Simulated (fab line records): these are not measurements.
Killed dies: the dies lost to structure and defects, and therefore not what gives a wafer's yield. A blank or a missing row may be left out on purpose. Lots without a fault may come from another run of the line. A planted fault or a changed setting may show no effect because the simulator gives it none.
Matching of chambers :: flow nand-harc :: pecvd-03 running NHARC_A_STAIRCASE_DEP_151: 3 sister chambers
The step deposits SiO2, target thk 3800 nm. 18 wafers are shown with their chamber, then 9 later ones without.

## WAFERS WITH THEIR CHAMBER
wafer: L076.2
chamber: 1
heater-power-outer-w (W): 355
heater-power-w (W): 658

wafer: L076.4
chamber: 2
heater-power-outer-w (W): 403
heater-power-w (W): 653

wafer: L076.6
chamber: 1
heater-power-outer-w (W): 307
heater-power-w (W): 600

wafer: L080.2
chamber: 2
heater-power-outer-w (W): 418
heater-power-w (W): 692

wafer: L080.3
chamber: 1
heater-power-outer-w (W): 425
heater-power-w (W): 735

wafer: L080.5
chamber: 1
heater-power-outer-w (W): 324
heater-power-w (W): 595

wafer: L083.1
chamber: 0
heater-power-outer-w (W): 399
heater-power-w (W): 737

wafer: L083.3
chamber: 2
heater-power-outer-w (W): 475
heater-power-w (W): 795

wafer: L083.6
chamber: 2
heater-power-outer-w (W): 407
heater-power-w (W): 700

wafer: L087.2
chamber: 0
heater-power-outer-w (W): 421
heater-power-w (W): 776

wafer: L087.3
chamber: 2
heater-power-outer-w (W): 474
heater-power-w (W): 796

wafer: L087.5
chamber: 2
heater-power-outer-w (W): 412
heater-power-w (W): 701

wafer: L089.1
chamber: 1
heater-power-outer-w (W): 334
heater-power-w (W): 588

wafer: L089.3
chamber: 2
heater-power-outer-w (W): 471
heater-power-w (W): 781

wafer: L089.6
chamber: 0
heater-power-outer-w (W): 363
heater-power-w (W): 694

wafer: L091.1
chamber: 1
heater-power-outer-w (W): 395
heater-power-w (W): 679

wafer: L091.3
chamber: 2
heater-power-outer-w (W): 523
heater-power-w (W): 839

wafer: L091.6
chamber: 2
heater-power-outer-w (W): 417
heater-power-w (W): 696

SIGNATURES (means of the wafers above)
reading: heater-power-outer-w
chamber 0: 394.33
chamber 1: 356.67
chamber 2: 444.44
scatter within a chamber: 41.8

reading: heater-power-w
chamber 0: 735.67
chamber 1: 642.50
chamber 2: 739.22
scatter within a chamber: 59.5
Rule: for each reading, subtract the chamber's mean from the wafer's reading, divide by that reading's scatter and square the result; add these up over the readings and take the root, which gives the wafer's distance from the chamber. The wafer belongs to the nearest chamber; if the next one is less than 2 further off, it can't be placed. How the scatter is found: for the shown wafers, subtract from each reading the mean of its chamber, square and add these, divide the total by (wafers less chambers), then take the root.

## WAFERS WITH NO CHAMBER GIVEN
wafer: L093.1
heater-power-outer-w (W): 368
heater-power-w (W): 645

wafer: L093.5
heater-power-outer-w (W): 362
heater-power-w (W): 678

wafer: L093.6
heater-power-outer-w (W): 309
heater-power-w (W): 587

wafer: L097.2
heater-power-outer-w (W): 493
heater-power-w (W): 779

wafer: L097.4
heater-power-outer-w (W): 399
heater-power-w (W): 692

wafer: L097.5
heater-power-outer-w (W): 317
heater-power-w (W): 581

wafer: L096.2
heater-power-outer-w (W): 515
heater-power-w (W): 828

wafer: L096.5
heater-power-outer-w (W): 404
heater-power-w (W): 706

wafer: L096.6
heater-power-outer-w (W): 317
heater-power-w (W): 590

## EACH ONE'S CHAMBER
wafer: L093.1
from the rows above: can't be placed: 1 or 0
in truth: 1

wafer: L093.5
from the rows above: can't be placed: 1 or 0 or 2
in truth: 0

wafer: L093.6
from the rows above: can't be placed: 1 or 0
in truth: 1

wafer: L097.2
from the rows above: can't be placed: 2 or 0
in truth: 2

wafer: L097.4
from the rows above: can't be placed: 0 or 1 or 2
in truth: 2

wafer: L097.5
from the rows above: can't be placed: 1 or 0
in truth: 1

wafer: L096.2
from the rows above: can't be placed: 2 or 0
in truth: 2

wafer: L096.5
from the rows above: can't be placed: 0 or 2 or 1
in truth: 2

wafer: L096.6
from the rows above: can't be placed: 1 or 0
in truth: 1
0 of 9 placed correctly. Not placeable from these rows: 9 (in 9, the candidates include the true chamber). 0 placed wrongly.
